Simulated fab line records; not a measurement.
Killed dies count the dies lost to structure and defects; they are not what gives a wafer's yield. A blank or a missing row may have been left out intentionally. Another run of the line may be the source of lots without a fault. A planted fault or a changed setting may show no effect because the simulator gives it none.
fab line records	flow nand-harc
record lots=6	wafers=18	last-day=23
route steps=1159 shown THIN_TSV@1127 END@1158
lots with no fault: from the same line, run without faults
start-h: hours from the record's first day to the start of the lot's first wafer shown	wait-h: how many hours have passed since the lot's step before this one	" repeats the value in the row above	L1.1+2: a single row standing in for several wafers	- no value, or no start was given	* or withheld: withheld	< > ~ a bound
route shown NAME@n: NAME is a module with steps in the file, n the number in the route of the first one	usual: average and standard deviation across the fault-free wafers	same: alike in all rows	chamber/n: place in a boat	sites: each site's reading	_std_site: the standard deviation of these	_edge_site: inner sites' mean taken away from outer sites' mean	radius-mm: for every site, how far away it sits from the centre of the wafer	mask NAME#n: copy n	behind: tool/chamber where the wafer was last shaped	hold: why the lot was held/for how many hours/how that ended	device: transistor that didn't switch, given as n, p or np	end of line: tests run on the same wafers once the route is complete	where a step has no rows: the recipe by itself	killed: dies lost to structure and defects at the first sort, not the wafer's yield	map: shows each die of a wafer: x if killed, . if not, _ if none is there
set.NAME: the setting that was run; set.NAME@STEP: the one run at that earlier step	model.NAME: the simulator's own value behind a step, which no gauge read
lots at selected steps of the route; one table per step, one row per wafer
services: when a tool's chamber went out of use (start-h, in hours from the record's first day, below 0 if earlier), for how many hours, and the reason
## steps
# step NHARC_THIN_TSV_DEGAS_49
# recipe temp-c=300	time-s=120
# usual heater-power-w=470/37
lot.wafer	tool	chamber	start-h	wait-h	heater-power-w
L920.3	pvd-sputter-01	-	479.11	0.1	517
L920.4	"	-	"	"	536
L920.5	"	-	"	"	545
L923.1	pvd-sputter-03	-	501.87	0.1	473
L923.2	"	-	"	"	525
L923.6	"	-	"	"	410
L924.2	pvd-sputter-02	-	502.51	0.1	473
L924.4	"	-	"	"	484
L924.5	"	-	"	"	450
L927.2	pvd-sputter-01	-	530.90	0.2	395
L927.6	"	-	"	"	423
L927.5	"	-	"	"	525
L929.3	pvd-sputter-03	-	532.05	0.1	482
L929.1	"	-	"	"	527
L929.6	"	-	"	"	485
L928.4	pvd-sputter-02	-	533.46	0.1	452
L928.2	"	-	"	"	439
L928.5	"	-	"	"	468
# step NHARC_THIN_TSV_PRE_CLEAN_50
# recipe time-s=30	temp-c=280	gas=H2/He
# usual heater-power-w=412/31
lot.wafer	tool	chamber	start-h	wait-h	heater-power-w
L920.3	pvd-sputter-01	-	-	-	469
L920.4	"	-	"	"	474
L920.5	"	-	"	"	460
L923.1	pvd-sputter-03	-	-	-	453
L923.2	"	-	"	"	368
L923.6	"	-	"	"	421
L924.4	pvd-sputter-02	-	-	-	406
L924.2	"	-	"	"	390
L924.5	"	-	"	"	420
L927.2	pvd-sputter-01	-	-	-	475
L927.5	"	-	"	"	383
L927.6	"	-	"	"	452
L929.1	pvd-sputter-03	-	-	-	372
L929.3	"	-	"	"	458
L929.6	"	-	"	"	375
L928.2	pvd-sputter-02	-	-	-	409
L928.4	"	-	"	"	402
L928.5	"	-	"	"	409
# step NHARC_THIN_TSV_PVD_19
# recipe target-thk-a=200	chamber-pressure-pa=5	material=TaN
# step NHARC_THIN_TSV_PVD_51
# recipe target-thk-a=1000	chamber-pressure-pa=5	material=Cu
# step NHARC_THIN_TSV_ECD_20
# recipe target-thk-a=20000	material=Cu
# step NHARC_THIN_TSV_ANNEAL_52
# recipe temp-c=225	time-s=90
# usual wafer_temp_C_max=225.75/0.22
lot.wafer	tool	chamber	start-h	wait-h	wafer_temp_C_max
L920.3	rtp-anneal-01	0	480.76	0.6	225.76
L920.4	"	0	"	"	225.96
L920.5	"	0	"	"	225.69
L923.1	rtp-anneal-02	0	503.03	0.5	225.80
L923.2	"	0	"	"	225.71
L923.6	"	0	"	"	225.84
L924.2	rtp-anneal-02	0	503.75	0.6	225.77
L924.4	"	0	"	"	225.83
L924.5	"	0	"	"	225.75
L927.2	rtp-anneal-01	0	532.11	0.6	225.83
L927.5	"	0	"	"	225.61
L927.6	"	0	"	"	225.85
L929.1	rtp-anneal-01	0	533.24	0.6	225.65
L929.3	"	0	"	"	226.01
L929.6	"	0	"	"	225.50
L928.2	rtp-anneal-02	0	534.69	0.7	225.87
L928.4	"	0	"	"	225.75
L928.5	"	0	"	"	225.89
# step NHARC_THIN_TSV_CMP_21
# recipe t-overpolish-s=30	target-thk-nm=2000
# step NHARC_THIN_TSV_SRD_23
# step NHARC_THIN_TSV_DEGAS_53
# recipe temp-c=300	time-s=60
# step NHARC_THIN_TSV_PRE_CLEAN_54
# recipe time-s=30	temp-c=280	gas=H2/He
# step NHARC_THIN_TSV_PVD_55
# recipe target-thk-a=500	material=TiN
# step NHARC_THIN_TSV_PVD_24
# recipe target-thk-a=8000	power-w=withheld	chamber-pressure-pa=withheld	substrate-temp-c=withheld	time-s=withheld	gas=Ar	material=Al
lot.wafer	tool	chamber	start-h	wait-h
L920.3+4+5	pvd-sputter-03	-	481.81	0.1
L923.1+2+6	pvd-sputter-01	-	504.25	0.2
L924.2+4+5	pvd-sputter-02	-	504.80	0.1
L927.2+5+6	pvd-sputter-01	-	533.21	0.1
L929.1+3+6	pvd-sputter-02	-	534.48	0.1
L928.2+4+5	pvd-sputter-01	-	535.86	0.2
# step NHARC_THIN_TSV_DEHYDRATE_25
# recipe temp-c=150	time-s=120
# step NHARC_THIN_TSV_HMDS_26
# recipe time-s=30
# step NHARC_THIN_TSV_COAT_27
# recipe spin-rpm=*
# step NHARC_THIN_TSV_SOFTBAKE_28
# recipe temp-c=122	time-s=95
# step NHARC_THIN_TSV_EBR_29
# step NHARC_THIN_TSV_EXPOSE_30
# recipe na=0.55	dose-mj=11.47	mask-id=PAD
# step NHARC_THIN_TSV_PEB_31
# recipe peb-temp-c=118	peb-time-s=85
# step NHARC_THIN_TSV_DEVELOP_32
# recipe time-s=70
# step NHARC_THIN_TSV_CD_MEAS_33
# recipe target-cd-nm=5000	landing-energy-ev=500
# usual cd-nm=4999.9/1.3
lot.wafer	tool	chamber	start-h	wait-h	cd-nm
L920.3	cd-sem-03	0	482.61	-	4997.3
L920.4	"	0	"	"	4999.3
L920.5	"	0	"	"	5000.1
L923.1	cd-sem-03	0	504.85	-	4999.1
L923.2	"	0	"	"	4999.8
L923.6	"	0	"	"	5002.1
L924.2	cd-sem-03	0	505.64	-	5001.2
L924.4	"	0	"	"	5000.6
L924.5	"	0	"	"	4999.5
L927.2	cd-sem-02	0	533.87	-	5000.2
L927.5	"	0	"	"	4998.4
L927.6	"	0	"	"	4998.3
L929.1	cd-sem-03	0	535.28	-	5001.2
L929.3	"	0	"	"	4998.6
L929.6	"	0	"	"	5000.4
L928.2	cd-sem-03	0	536.60	-	4997.9
L928.4	"	0	"	"	5003.3
L928.5	"	0	"	"	5001.0
# step NHARC_THIN_TSV_HARDBAKE_34
# recipe temp-c=125	time-s=80
# step NHARC_THIN_TSV_DESCUM_35
# recipe time-s=3	o2-flow-sccm=200	ar-flow-sccm=0	bias-power-w=0	chemistry=O2
# step NHARC_THIN_TSV_ETCH_59
# recipe target-depth-a=8800	icp-w=900	bias-w=100	Cl2_flow_sccm=60	bcl3-flow-sccm=30	time-s=138.1	chemistry=Cl2/BCl3
# step NHARC_THIN_TSV_ETCH_36
# recipe target-depth-a=650	over-etch-frac=0.3	time-s=18.571	ion-energy-ev=150	chemistry=Cl2/BCl3
# usual drypump-motor-current-A=5.7/0.36	oes-product-au=1.000/0.0094
lot.wafer	tool	chamber	start-h	wait-h	drypump-motor-current-A	oes-product-au	rf-hours-counter-h
L920.4	rie-metal-01	0	483.16	0.2	5.7	0.988	-
L920.3	"	1	"	"	5.4	0.993	-
L920.5	"	1	"	"	5.4	1.008	-
L923.1	rie-metal-02	0	505.40	0.2	5.3	1.006	3.4
L923.2	"	1	"	"	5.6	1.009	2.9
L923.6	"	0	"	"	5.3	0.999	-
L924.2	rie-metal-02	1	506.19	0.2	5.6	1.008	3.2
L924.4	"	0	"	"	5.3	0.990	-
L924.5	"	0	"	"	5.3	1.002	-
L927.2	rie-metal-01	1	534.41	0.2	5.3	1.013	0.4
L927.6	"	1	"	"	5.4	0.999	-
L927.5	"	0	"	"	5.8	0.992	-
L929.1	rie-metal-01	1	535.83	0.2	5.4	1.008	0.6
L929.3	"	0	"	"	5.7	0.987	-
L929.6	"	1	"	"	5.4	1.010	-
L928.2	rie-metal-03	1	537.14	0.2	6.2	0.985	2.6
L928.4	"	1	"	"	6.3	0.990	-
L928.5	"	0	"	"	6.1	1.010	-
# step NHARC_THIN_TSV_STRIP_56
# recipe power-w=1500	temp-c=250	chemistry=O2
# usual drypump-motor-current-A=6.0/0.39	heater-power-w=301/17
lot.wafer	tool	chamber	start-h	wait-h	drypump-motor-current-A	heater-power-w	rf-hours-counter-h
L920.3	plasma-asher-02	0	483.34	0.2	6.4	332	-
L920.4	"	1	"	"	5.8	282	-
L920.5	"	1	"	"	5.8	279	-
L923.2	plasma-asher-01	1	505.50	0.1	5.3	306	14
L923.1	"	0	"	"	6.1	282	14
L923.6	"	1	"	"	5.3	295	-
L924.2	plasma-asher-01	1	506.47	0.3	5.3	296	15
L924.4	"	0	"	"	6.1	287	-
L924.5	"	1	"	"	5.3	304	-
L927.2	plasma-asher-02	0	534.56	0.1	6.4	327	59
L927.5	"	1	"	"	5.8	284	-
L927.6	"	0	"	"	6.4	318	-
L929.1	plasma-asher-02	0	535.99	0.2	6.4	329	60
L929.3	"	1	"	"	5.8	275	-
L929.6	"	1	"	"	5.8	283	-
L928.2	plasma-asher-01	0	537.29	0.1	6.1	282	25
L928.4	"	1	"	"	5.3	306	-
L928.5	"	0	"	"	6.1	286	-
# step NHARC_THIN_TSV_STRIP_57
# recipe time-s=1200	temp-c=72.5	chemistry=post-etch-residue-remover
# step NHARC_THIN_TSV_CD_MEAS_37
# usual cd-nm=5000.4/2.5
lot.wafer	tool	chamber	start-h	wait-h	cd-nm
L920.3	cd-sem-01	-	484.06	-	4995.3
L920.4	"	-	"	"	4999.1
L920.5	"	-	"	"	5004.2
L923.1	cd-sem-03	-	506.29	-	5000.7
L923.2	"	-	"	"	5002.6
L923.6	"	-	"	"	5000.0
L924.2	cd-sem-01	-	507.23	-	4999.4
L924.4	"	-	"	"	4999.5
L924.5	"	-	"	"	4999.4
L927.2	cd-sem-02	-	535.31	-	5001.3
L927.5	"	-	"	"	4998.8
L927.6	"	-	"	"	5000.2
L929.1	cd-sem-01	-	536.79	-	5001.1
L929.3	"	-	"	"	5002.3
L929.6	"	-	"	"	4997.0
L928.2	cd-sem-03	-	538.04	-	4997.6
L928.4	"	-	"	"	5005.5
L928.5	"	-	"	"	5001.3
# step NHARC_THIN_TSV_ANNEAL_58
# recipe temp-c=400	time-s=1800
# step NHARC_THIN_TSV_INSPECT_40
# usual raw-defect-count=473/75
lot.wafer	tool	chamber	start-h	wait-h	raw-defect-count
L920.3	defect-inspect-02	-	488.27	0.4	462
L920.4	"	-	"	"	435
L920.5	"	-	"	"	579
L923.1	defect-inspect-01	-	510.99	0.4	495
L923.2	"	-	"	"	492
L923.6	"	-	"	"	445
L924.2	defect-inspect-02	-	511.02	0.4	498
L924.4	"	-	"	"	552
L924.5	"	-	"	"	566
L929.1	defect-inspect-02	-	539.75	0.4	643
L929.3	"	-	"	"	659
L929.6	"	-	"	"	610
L927.2	defect-inspect-01	-	539.75	0.4	417
L927.5	"	-	"	"	449
L927.6	"	-	"	"	449
L928.2	defect-inspect-02	-	539.76	0.4	504
L928.4	"	-	"	"	560
L928.5	"	-	"	"	643
# step NHARC_END_WLT_00
# usual VT_DECK1_BOTTOM=0.868/0.008	VT_DECK1_BOTTOM_INNER=0.868/0.0082	VT_DECK1_MEDIAN_NEAR_BOTTOM=0.869/0.008	VT_DECK1_MEDIAN_NEAR_BOTTOM_INNER=0.870/0.0078	VT_DECK1_MIDDLE=0.881/0.0077	VT_DECK1_MIDDLE_INNER=0.880/0.0078	VT_DECK1_TOP=0.893/0.0083	VT_DECK1_TOP_INNER=0.892/0.0079
lot.wafer	tool	chamber	start-h	wait-h	VT_DECK1_BOTTOM	VT_DECK1_BOTTOM_INNER	VT_DECK1_MEDIAN_NEAR_BOTTOM	VT_DECK1_MEDIAN_NEAR_BOTTOM_INNER	VT_DECK1_MIDDLE	VT_DECK1_MIDDLE_INNER	VT_DECK1_TOP	VT_DECK1_TOP_INNER
L920.3	prober-01	-	489.30	1.0	0.877	0.868	0.880	0.874	0.884	0.885	0.901	0.899
L920.4	"	-	"	"	0.878	0.866	0.878	0.881	0.894	0.883	0.909	0.898
L920.5	"	-	"	"	0.882	0.875	0.884	0.874	0.884	0.884	0.895	0.906
L923.1	prober-01	-	511.04	0.0	0.867	0.857	0.859	0.865	0.876	0.878	0.888	0.883
L923.2	"	-	"	"	0.861	0.859	0.866	0.867	0.872	0.870	0.892	0.887
L923.6	"	-	513.55	2.6	0.865	0.871	0.874	0.876	0.877	0.884	0.894	0.884
L924.2	prober-01	-	519.38	8.4	0.877	0.865	0.871	0.873	0.886	0.889	0.897	0.897
L924.4	"	-	520.42	9.4	0.881	0.871	0.867	0.877	0.888	0.886	0.894	0.907
L924.5	"	-	"	"	0.880	0.869	0.873	0.880	0.893	0.895	0.909	0.903
L929.1	prober-02	-	539.81	0.1	0.867	0.863	0.867	0.866	0.878	0.879	0.887	0.884
L929.3	"	-	540.81	1.1	0.869	0.859	0.869	0.862	0.875	0.873	0.886	0.888
L929.6	"	-	542.30	2.5	0.864	0.866	0.857	0.876	0.875	0.877	0.879	0.885
L927.2	prober-01	-	540.29	0.5	0.876	0.880	0.877	0.882	0.888	0.887	0.901	0.897
L928.2	prober-02	-	548.03	8.3	0.863	0.866	0.871	0.871	0.875	0.871	0.889	0.883
L928.4	"	-	549.03	9.3	0.880	0.871	0.868	0.868	0.880	0.884	0.883	0.891
# step NHARC_END_SORT_01
# recipe temp-c=25
# usual defect-limited-yield=95.6/1.4	killed-at-array=26/9	killed-at-other=0.8/1.2	killed-at-periphery=3.2/2.3	killed-dies=30/9.1	killed-open=3.5/2	killed-short=1.8/1.4	sort_bin_2_pct=1.4/0.59	sort_bin_3_pct=0.25/0.22	sort_bin_4_pct=2.8/0.91	sort-n-pass=647/9.1	sort-rim-yield-pct=95.4/3	sort-yield-pct=95.6/1.4
# same gross-dies=677	sort_bin_5_pct[%]=0	sort_bin_6_pct[%]=0	sort_bin_7_pct[%]=0	sort_bin_8_pct[%]=0	sort-rim-n-gross=106.00
lot.wafer	tool	chamber	start-h	wait-h	defect-limited-yield[%]	killed-at-array	killed-at-other	killed-at-periphery	killed-dies	killed-open	killed-short	sort_bin_2_pct[%]	sort_bin_3_pct[%]	sort_bin_4_pct[%]	sort-n-pass	sort-rim-yield-pct[%]	sort-yield-pct[%]
L923.2	prober-01	0	514.86	2.8	93.8	40	0	2	42	4	1	1.3	0.15	4.7	635	93.4	93.8
L923.6	prober-01	0	518.07	4.0	94.8	34	0	1	35	2	4	0.6	0.30	4.3	642	96.2	94.8
L927.5	prober-01	0	545.97	3.7	0	34	640	3	677	2	0	1.3	94.83	3.8	0	0	0
L927.6	prober-01	0	546.77	4.0	0	39	635	3	677	3	3	1.8	94.68	3.5	0	0	0
L928.5	prober-02	0	553.74	3.7	0	34	638	5	677	5	1	1.5	94.39	4.1	0	0	0
# killed by level:class
L923.2 A_CHANNEL_HOLE_D1:chamber-film-flake=16 A_SLIT:chamber-film-flake=9 A_CONTACT:chamber-film-flake=9 A_ONON_D1:geometric-particle:open=2 A_STAIRCASE:chamber-film-flake=2 P_CONTACT:geometric-particle:open=1 A_CONTACT:geometric-particle:open=1 A_CONTACT:geometric-particle:short=1
L923.6 A_CHANNEL_HOLE_D1:chamber-film-flake=12 A_SLIT:chamber-film-flake=12 A_CONTACT:chamber-film-flake=5 P_CONTACT:geometric-particle:short=1 A_ONON_D1:geometric-particle:short=1 A_SGD_CUT:geometric-particle:open=1 A_WL_FILL:geometric-particle:short=1 A_CONTACT:geometric-particle:open=1
L927.5 THIN_TSV:area-pvd=638 A_CHANNEL_HOLE_D1:chamber-film-flake=20 A_CONTACT:chamber-film-flake=6 A_STAIRCASE:chamber-film-flake=5 P_STI:chamber-film-flake=2 THIN_TSV:chamber-film-flake=2 P_GATE:geometric-particle:open=1 A_CONTACT:geometric-particle:open=1
L927.6 THIN_TSV:area-pvd=634 A_CHANNEL_HOLE_D1:chamber-film-flake=20 A_CONTACT:chamber-film-flake=9 A_STAIRCASE:chamber-film-flake=4 A_CONTACT:geometric-particle:short=2 P_STI:chamber-film-flake=2 A_ONON_D1:geometric-particle:short=1 A_CONTACT:geometric-particle:open=1
L928.5 THIN_TSV:area-pvd=638 A_CHANNEL_HOLE_D1:chamber-film-flake=22 A_CONTACT:chamber-film-flake=5 A_CHANNEL_FILL_D1:geometric-particle:open=2 P_M1:geometric-particle:open=1 A_ONON_D1:geometric-particle:open=1 A_CHANNEL_HOLE_D1:geometric-particle:open=1 A_CHANNEL_FILL_D1:geometric-particle:short=1
# map L927.5 (x killed, . not)
____________x____________
_________xxxxxxx_________
_______xxxxxxxxxxx_______
______xxxxxxxxxxxxx______
_____xxxxxxxxxxxxxxx_____
____xxxxxxxxxxxxxxxxx____
____xxxxxxxxxxxxxxxxx____
___xxxxxxxxxxxxxxxxxxx___
___xxxxxxxxxxxxxxxxxxx___
__xxxxxxxxxxxxxxxxxxxxx__
__xxxxxxxxxxxxxxxxxxxxx__
_xxxxxxxxxxxxxxxxxxxxxxx_
_xxxxxxxxxxxxxxxxxxxxxxx_
_xxxxxxxxxxxxxxxxxxxxxxx_
_xxxxxxxxxxxxxxxxxxxxxxx_
_xxxxxxxxxxxxxxxxxxxxxxx_
xxxxxxxxxxxxxxxxxxxxxxxxx
xxxxxxxxxxxxxxxxxxxxxxxxx
xxxxxxxxxxxxxxxxxxxxxxxxx
xxxxxxxxxxxxxxxxxxxxxxxxx
xxxxxxxxxxxxxxxxxxxxxxxxx
_xxxxxxxxxxxxxxxxxxxxxxx_
_xxxxxxxxxxxxxxxxxxxxxxx_
_xxxxxxxxxxxxxxxxxxxxxxx_
_xxxxxxxxxxxxxxxxxxxxxxx_
_xxxxxxxxxxxxxxxxxxxxxxx_
__xxxxxxxxxxxxxxxxxxxxx__
__xxxxxxxxxxxxxxxxxxxxx__
___xxxxxxxxxxxxxxxxxxx___
___xxxxxxxxxxxxxxxxxxx___
____xxxxxxxxxxxxxxxxx____
____xxxxxxxxxxxxxxxxx____
_____xxxxxxxxxxxxxxx_____
______xxxxxxxxxxxxx______
_______xxxxxxxxxxx_______
_________xxxxxxx_________
____________x____________
# map L928.5 (x killed, . not)
____________x____________
_________xxxxxxx_________
_______xxxxxxxxxxx_______
______xxxxxxxxxxxxx______
_____xxxxxxxxxxxxxxx_____
____xxxxxxxxxxxxxxxxx____
____xxxxxxxxxxxxxxxxx____
___xxxxxxxxxxxxxxxxxxx___
___xxxxxxxxxxxxxxxxxxx___
__xxxxxxxxxxxxxxxxxxxxx__
__xxxxxxxxxxxxxxxxxxxxx__
_xxxxxxxxxxxxxxxxxxxxxxx_
_xxxxxxxxxxxxxxxxxxxxxxx_
_xxxxxxxxxxxxxxxxxxxxxxx_
_xxxxxxxxxxxxxxxxxxxxxxx_
_xxxxxxxxxxxxxxxxxxxxxxx_
xxxxxxxxxxxxxxxxxxxxxxxxx
xxxxxxxxxxxxxxxxxxxxxxxxx
xxxxxxxxxxxxxxxxxxxxxxxxx
xxxxxxxxxxxxxxxxxxxxxxxxx
xxxxxxxxxxxxxxxxxxxxxxxxx
_xxxxxxxxxxxxxxxxxxxxxxx_
_xxxxxxxxxxxxxxxxxxxxxxx_
_xxxxxxxxxxxxxxxxxxxxxxx_
_xxxxxxxxxxxxxxxxxxxxxxx_
_xxxxxxxxxxxxxxxxxxxxxxx_
__xxxxxxxxxxxxxxxxxxxxx__
__xxxxxxxxxxxxxxxxxxxxx__
___xxxxxxxxxxxxxxxxxxx___
___xxxxxxxxxxxxxxxxxxx___
____xxxxxxxxxxxxxxxxx____
____xxxxxxxxxxxxxxxxx____
_____xxxxxxxxxxxxxxx_____
______xxxxxxxxxxxxx______
_______xxxxxxxxxxx_______
_________xxxxxxx_________
____________x____________
## services
tool	chamber	start-h	hours	kind
rie-metal-02	1	457.24	5.4	repair
plasma-asher-01	0	462.00	-	clean
plasma-asher-01	1	462.00	-	clean
rie-metal-03	0	462.00	-	clean
rie-metal-03	1	462.00	-	clean
pvd-sputter-03	-	463.02	10.0	pm
rie-metal-01	1	465.44	3.0	repair
rie-metal-01	-	483.21	0.3	repair
rie-metal-01	-	509.00	9.0	pm
rie-metal-01	0	509.00	9.0	vent-cycle
rie-metal-01	1	509.00	9.0	vent-cycle
pvd-sputter-01	-	516.94	10.0	pm
rie-metal-01	0	518.00	-	clean
rie-metal-01	1	518.00	-	clean
pvd-sputter-03	-	532.74	2.1	repair
plasma-asher-02	-	537.31	9.0	pm
plasma-asher-02	0	537.31	9.0	vent-cycle
plasma-asher-02	1	537.31	9.0	vent-cycle
## key
first-sign step=NHARC_END_SORT_01	reading=killed-at-other	direction=up	sigmas=99+	usual=0.8	struck=637.7
effect step=NHARC_END_SORT_01	reading=sort_bin_3_pct	direction=up	sigmas=99+	usual=0.25	struck=94.63
more-kills-born-at NHARC_THIN_TSV_PVD_24@pvd-sputter-01=1910
met-at NHARC_THIN_TSV_PVD_24
struck-wafers L927.5,L927.6,L928.5
later-rows-left-out L927.5,L927.6,L928.5
onset-between 504.25 533.21
fault kind=process-parameter-drift	tool=pvd-sputter-01	chamber=-	onset-h=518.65	steps=NHARC_THIN_TSV_PVD_24	channel=target-thk-a	offset=*	shape=step	end-h=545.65	scope=struck-wafers-only	acts-in=*	stated=*
# later-rows-left-out: the simulator's readings of these wafers behind a module that went badly wrong aren't trusted and aren't shown, but for the sort
